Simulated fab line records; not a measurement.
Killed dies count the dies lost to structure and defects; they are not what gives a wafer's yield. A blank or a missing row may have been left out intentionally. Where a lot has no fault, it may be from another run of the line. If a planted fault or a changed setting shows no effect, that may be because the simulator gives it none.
A lot that was struck, set against a sound lot ; flow n5Finfet ; 31 steps out of a route of 1938
Sound: wafers L295.1, L295.3, L295.5. Struck: wafers L309.1, L309.3, L309.4. Last of all comes the cause.
Order at every step that has rows: each side's tool, ch and its chambers, its first start. Under that, the readings that differ: sound wafers ; struck wafers ; difference of the means ; sigmas: that difference in standard deviations of wafers without a fault.
alike: readings whose means differ by less than 2 such deviations, and words and numbers that are the same on both sides. not compared: withheld readings, readings that some wafer has no value for, bounds like >300 that may hide the same value, and numbers for which the record gives no deviation and whose values overlap.
A row with sigmas, a row that says differs or no value, or rows on one side alone: a step with any of these is where the two part. Numbers that don't overlap but have no deviation are shown without sigmas and don't part them. A reading missing from all wafers of one side parts the sides only when that side holds two or more wafers.

first, 8 steps without rows for these wafers: N5_FIN_SAQP_HM_OPEN_33 (chemistry CH3F/O2, target SiNx, target depth 49.4 nm, time 70.6 s); N5_FIN_SAQP_ETCH_34 (etches SiO2 in C4F6/O2, target depth 45 nm, time 15 s); N5_FIN_SAQP_STRIP_77 (strips in N2/H2, time 90 s); N5_FIN_SAQP_ETCH_64 (etches SiO2 in CF4, target depth 1.5 nm); N5_FIN_SAQP_FIN_ETCH_36 (etches the open film in HBr/Cl2/O2, target depth 120 nm, time 50.4 s); N5_FIN_SAQP_PRECLEAN_38 (cleans in O3/DIW, time 45 s); N5_FIN_SAQP_PRECLEAN_45 (cleans in dHF, time 10 s); N5_FIN_SAQP_SRD_39 (time 30 s).
N5_FIN_CUT_COAT_18: time 60 s, resist thk 230 nm.
  sound on lithoTrack-03 ch 0, day 2 08:22; struck on lithoTrack-03 ch 0, day 5 21:58
reading;sound;struck;difference;sigmas
spinSpeedRpm (rpm);1501.4 1500.3 1500.8;1631.1 1631.7 1631.6;+130.6;+99 or more
model.SOC_of_FIN_CUT_COAT_18.thkNm (nm);229.8 230.8 230.8;221.6 222 222.2;-8.5;
  alike: resistLineTempC
then, 11 steps without rows for these wafers: N5_FIN_CUT_COAT_19 (time 60 s, resist thk 20 nm); N5_FIN_CUT_COAT_29 (time 60 s, resist thk 10 nm); N5_FIN_CUT_COAT_02 (resist thk 30 nm); N5_FIN_CUT_EBR_04; N5_FIN_CUT_SOFTBAKE_03 (time 60 s); N5_FIN_CUT_EXPOSE_05 (exposes mask FIN CUT); N5_FIN_CUT_PEB_06 (peb time 60 s); N5_FIN_CUT_DEVELOP_07 (develop time 30 s); N5_FIN_CUT_DESCUM_13 (chemistry O2, time 7 s); N5_FIN_CUT_ETCH_30 (etches underlayer in N2/H2, target depth 13 nm, time 10.4 s); N5_FIN_CUT_ETCH_20 (etches SiARC in CF4, target depth 26 nm, time 43.3 s).
N5_FIN_CUT_ETCH_21: etches SOC in N2/H2, target depth 219 nm, overetch 43.8 nm, time 523.5 s.
  sound on rieDiel-06 ch 1,2, day 2 08:59; struck on rieDiel-03 ch 1,2,3, day 5 22:35
reading;sound;struck;difference;sigmas
drypumpMotorCurrentA (A);6.06 6.50 6.52;5.47 5.84 6.04;-0.58;-2
oesProductAu (a.u.);0.68 0.86 0.87;0.65 0.65 0.73;-0.13;-2
throttleValvePct (%);17.49 17.26 17.27;18.07 17.70 17.84;+0.53;+2
model.etch.depthNm (nm);229.7 230.8 230.7;221.7 222.1 222.2;-8.4;
  alike: rfVppV, showerheadPlenumPTorr
  not compared: rfHoursCounterH
then, 7 steps without rows for these wafers: N5_FIN_CUT_STRIP_23 (strips in N2/H2); N5_FIN_CUT_STRIP_31 (strips in N2/H2); N5_FIN_CUT_STRIP_24 (strips in CF4); N5_FIN_CUT_CUT_ETCH_26 (etches SiNx in CH3F/O2, target depth 39 nm, time 55.7 s); N5_FIN_CUT_CUT_ETCH_27 (etches SiO2 in CHF3/O2, target depth 4 nm, overetch 2 nm, time 4.9 s); N5_FIN_CUT_PRECLEAN_35 (cleans in vHF, time 13.3 s); N5_FIN_CUT_CUT_ETCH_15 (etches Si in HBr/Cl2/O2, target depth 100 nm, bt time 10 s, time 42.4 s).
N5_FIN_CUT_CUT_ETCH_28: etches Si in HBr/Cl2/O2, target depth 6 nm, time 2.4 s.
  sound on rieSi-02 ch 2,3, day 2 09:35; struck on rieSi-02 ch 0,2,3, day 5 23:10
reading;sound;struck;difference;sigmas
model.SOC_of_FIN_CUT_COAT_18.thkNm (nm);168.8 170.8 170.8;159.6 162 160.8;-9.3;
  alike: drypumpMotorCurrentA, oes_o_777_au, oesProductAu, throttleValvePct
  not compared: rfHoursCounterH
then, 2 steps without rows for these wafers: N5_FIN_CUT_STRIP_22 (strips in N2/H2); N5_PASSIVATION_PROBE_49.

WHERE THEY PART
Last at N5_FIN_CUT_ETCH_21 as far as this record goes, first at N5_FIN_CUT_COAT_18. Later steps at which nothing parts them and some readings are alike: N5_FIN_CUT_CUT_ETCH_28.

WHY: what had been put in by the simulator
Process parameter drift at N5_FIN_CUT_COAT_18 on lithoTrack-03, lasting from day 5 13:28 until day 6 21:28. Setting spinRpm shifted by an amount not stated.
